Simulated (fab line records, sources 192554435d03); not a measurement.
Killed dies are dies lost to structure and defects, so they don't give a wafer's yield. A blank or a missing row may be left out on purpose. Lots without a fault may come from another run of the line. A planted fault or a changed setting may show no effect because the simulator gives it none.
Split-lot experiment | flow n5_finfet | 7 lots, 21 wafers read, on a route of 1938 steps

THE SPLIT
At N5_BEOL_M5_ETCH_41 (etches SiCN in CH3F/O2, target depth 31.5 nm, time 56.7 s), the setting source_w was moved away from the recipe's 395 W on 6 of the 21 wafers read, by -11.6% to +14.3%. The other wafers ran this setting at the recipe's value.

The reading is taken at the split's own step.

THE READING
rf_vpp_V, in V, at N5_BEOL_M5_ETCH_41 (etches SiCN in CH3F/O2, target depth 31.5 nm, time 56.7 s). Fault-free wafers of this fab line usually give 297.1 V, standard deviation 1.8 V.

wafer  | tool, chamber at the split | source_w as run, W | against the recipe | rf_vpp_V, V | against lot-mates on the recipe
L077.1 | rie_diel-02, 3             | 349.2              | -11.6%             | 312.1       | +16.3
L077.2 | rie_diel-02, 0             | 395                | recipe             | 295.8       | -
L077.5 | rie_diel-02, 0             | 349.2              | -11.6%             | 310.9       | +15.1
L078.1 | rie_diel-03, 3             | 395                | recipe             | 296.3       | -
L078.2 | rie_diel-03, 0             | 395                | recipe             | 297.1       | -
L078.4 | rie_diel-03, 2             | 395                | recipe             | 295.0       | -
L079.2 | rie_diel-03, 3             | 395                | recipe             | 297.5       | -
L079.5 | rie_diel-03, 3             | 395                | recipe             | 296.6       | -
L079.6 | rie_diel-03, 2             | 371.4              | -6.0%              | 300.8       | +3.8
L080.3 | rie_diel-06, 1             | 395                | recipe             | 296.2       | -
L080.4 | rie_diel-06, 2             | 451.5              | +14.3%             | 286.5       | -9.7
L080.6 | rie_diel-06, 0             | 451.5              | +14.3%             | 283.1       | -13.1
L085.2 | rie_diel-06, 0             | 395                | recipe             | 296.2       | -
L085.5 | rie_diel-06, 0             | 395                | recipe             | 298.3       | -
L085.6 | rie_diel-06, 1             | 395                | recipe             | 295.5       | -
L092.3 | rie_diel-03, 3             | 369.2              | -6.5%              | 304.1       | +6.2
L092.4 | rie_diel-03, 0             | 395                | recipe             | 296.4       | -
L092.6 | rie_diel-03, 1             | 395                | recipe             | 299.3       | -
L094.2 | rie_diel-02, 0             | 395                | recipe             | 294.0       | -
L094.3 | rie_diel-02, 1             | 395                | recipe             | 296.5       | -
L094.6 | rie_diel-02, 3             | 395                | recipe             | 297.8       | -

THE FIT
A straight line over all 21 wafers: rf_vpp_V changes by -0.996 V for each +1% of source_w; r = -0.96; the points scatter about the line by 1.8 V.
The same after taking each lot's own level away (the mean of its wafers on the recipe; 21 wafers): -0.991 V for each +1%; r = -0.95; scatter 2 V.
On that fit, the largest move of source_w shifts the reading by 14 V.
The lots' own levels span 295.80 to 297.85 V, that is 1.1 times the standard deviation above.
So the lot-to-lot level changes the slope little: the two slopes agree.
Check: with one of the wafers moved furthest among these (+14.3%) left out of the fit, the line predicts -15.6 V for it against its lot-mates. It came out at -9.7 V against them.
Tool readings at the split's step, against how far the setting was moved: rf_vpp_V r = -0.96.

OTHER SPLITS ON THESE WAFERS
These wafers also went through other splits before the reading. Each is held against what the fit with the lots' levels taken away leaves over:
other split on the same wafers   | wafers away from the commonest value | r with rf_vpp_V (lot level and that fit taken away)
N5_BEOL_M4_COAT_61 spin_rpm      | 8                                    | +0.38
N5_BEOL_M4_DESCUM_33 time_s      | 4                                    | +0.56
N5_BEOL_M4_TRENCH_ETCH_37 bias_w | 8                                    | +0.19
N5_BEOL_M5_TRENCH_ETCH_37 time_s | 8                                    | +0.40

THE FILE'S OWN FIT
rf_vpp_V changes by -0.981 V for each +1% of source_w, r = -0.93.
